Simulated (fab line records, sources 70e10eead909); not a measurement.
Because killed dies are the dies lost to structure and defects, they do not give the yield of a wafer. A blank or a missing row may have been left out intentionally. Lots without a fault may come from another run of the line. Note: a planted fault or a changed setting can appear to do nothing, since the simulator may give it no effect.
A lot that was struck, set against a sound lot || flow nand_harc || 15 out of 1302 route steps
Sound: wafers L948.4, L948.5, L948.6. Struck: wafer L966.6 (left out: L966.2, a lot-mate that was not struck); the cause follows at the end.
Each step with rows lists, per side, the tool, then ch with its chambers, then its first start. Under that, the readings that differ: sound wafers || struck wafers || difference of the means || sigmas: that difference in standard deviations of wafers without a fault.
alike: a reading whose means differ by less than 2 such deviations, as well as words and numbers matching on both sides. not compared: withheld readings; readings where some wafer has no value; bounds like >300 that might hide an equal value; numbers whose values overlap and for which the record gives no deviation.
The two part at a step that has a row with sigmas, a row that says differs or no value, or rows on one side only. Numbers that don't overlap but have no deviation are shown without sigmas and don't part them. Lack of a reading on every wafer of one side parts them only where that side has two or more wafers.

first, 3 steps without rows for these wafers: NHARC_THIN_TSV_EXPOSE_09 (exposes mask TSV); NHARC_THIN_TSV_PEB_10 (peb time 85 s); NHARC_THIN_TSV_DEVELOP_11 (time 70 s).
NHARC_THIN_TSV_CD_MEAS_12: target cd 1000 nm.
  sound on cd_sem-02 ch 0, day 23 16:03; struck on cd_sem-02 ch 0, day 32 11:44
{"reading": "cd_nm (nm)", "sound": "1000.3 998.6 999.9", "struck": 1004.5, "difference": "+4.9", "sigmas": "+2"}
then, 2 steps without rows for these wafers: NHARC_THIN_TSV_HARDBAKE_13 (time 80 s); NHARC_THIN_TSV_DESCUM_14 (chemistry O2, time 3 s).
NHARC_THIN_TSV_ETCH_44: etches the open film in CF4/O2, target depth 1594.2 nm, time 797.1 s.
  sound on rie_diel-12 ch 0,2,3, day 23 16:28; struck on rie_diel-13 ch 1, day 32 11:58
  alike: chamber_pressure_mTorr, drypump_motor_current_A, oes_product_au, rf_fwd_power_W, rf_vpp_V, showerhead_plenum_p_Torr, throttle_valve_pct
  not compared: rf_hours_counter_h
NHARC_THIN_TSV_ETCH_15: target depth 3000 nm, bosch target overetch cycles 2, bosch etch step 2.8 s.
  sound on rie_si-02 ch 0,1,3, day 23 16:55; struck on rie_si-05 ch 3, day 32 12:34
{"reading": "drypump_motor_current_A (A)", "sound": "5.7 5.3 4.9", "struck": 6.5, "difference": "+1.2", "sigmas": "+3"}
  not compared: rf_hours_counter_h
NHARC_THIN_TSV_CD_MEAS_16:
  sound on cd_sem-01 at day 23 17:02; struck on cd_sem-02 at day 32 12:41
{"reading": "cd_nm (nm)", "sound": "999.6 997.7 999.7", "struck": 1004.2, "difference": "+5.2", "sigmas": "+2"}
NHARC_THIN_TSV_STRIP_45: strips in O2.
  sound on plasma_asher-01 ch 0,1, day 23 17:11; struck on plasma_asher-02 ch 0, day 32 12:48
  alike: drypump_motor_current_A, heater_power_w
  not compared: rf_hours_counter_h
then, 1 step without rows for these wafers: NHARC_THIN_TSV_STRIP_46 (strips in post etch residue remover, time 1200 s).
NHARC_THIN_TSV_DEP_47: deposits SiO2, target thk 200 nm.
  sound on pecvd-01 ch 0,1,2, day 23 18:02; struck on pecvd-03 ch 0, day 32 13:33
  alike: rf_fwd_power_W, throttle_valve_pct
NHARC_THIN_TSV_ETCHBACK_48: etches the open film in C4F8/Ar, target depth 1028.5 nm, time 405.17 s.
  sound on rie_diel-09 ch 1,2, day 23 18:18; struck on rie_diel-12 ch 2, day 32 14:01
{"reading": "over_etch_frac", "sound": "0.3 0.3 0.3", "struck": 0.18658, "difference": -0.11342, "sigmas": ""}
{"reading": "rf_fwd_power_W (W)", "sound": "596.7 597.8 596.9", "struck": 600.8, "difference": "+3.7", "sigmas": "+2"}
  alike: chamber_pressure_mTorr, oes_product_au, rf_vpp_V
  not compared: rf_hours_counter_h
NHARC_THIN_TSV_STRIP_62: strips in N2/H2, time 20 s.
  sound on plasma_asher-02 ch 0,1, day 23 18:42; struck on plasma_asher-01 ch 1, day 32 14:20
  alike: drypump_motor_current_A, heater_power_w
  not compared: rf_hours_counter_h
NHARC_END_SORT_01:
  the record has rows for the sound wafers here (prober-01 ch 0, day 24 12:38) and none for the struck ones

== WHERE THEY PART ==
Last at NHARC_END_SORT_01 as far as this record goes, first at NHARC_THIN_TSV_CD_MEAS_12.

WHY: whatever the simulator had introduced
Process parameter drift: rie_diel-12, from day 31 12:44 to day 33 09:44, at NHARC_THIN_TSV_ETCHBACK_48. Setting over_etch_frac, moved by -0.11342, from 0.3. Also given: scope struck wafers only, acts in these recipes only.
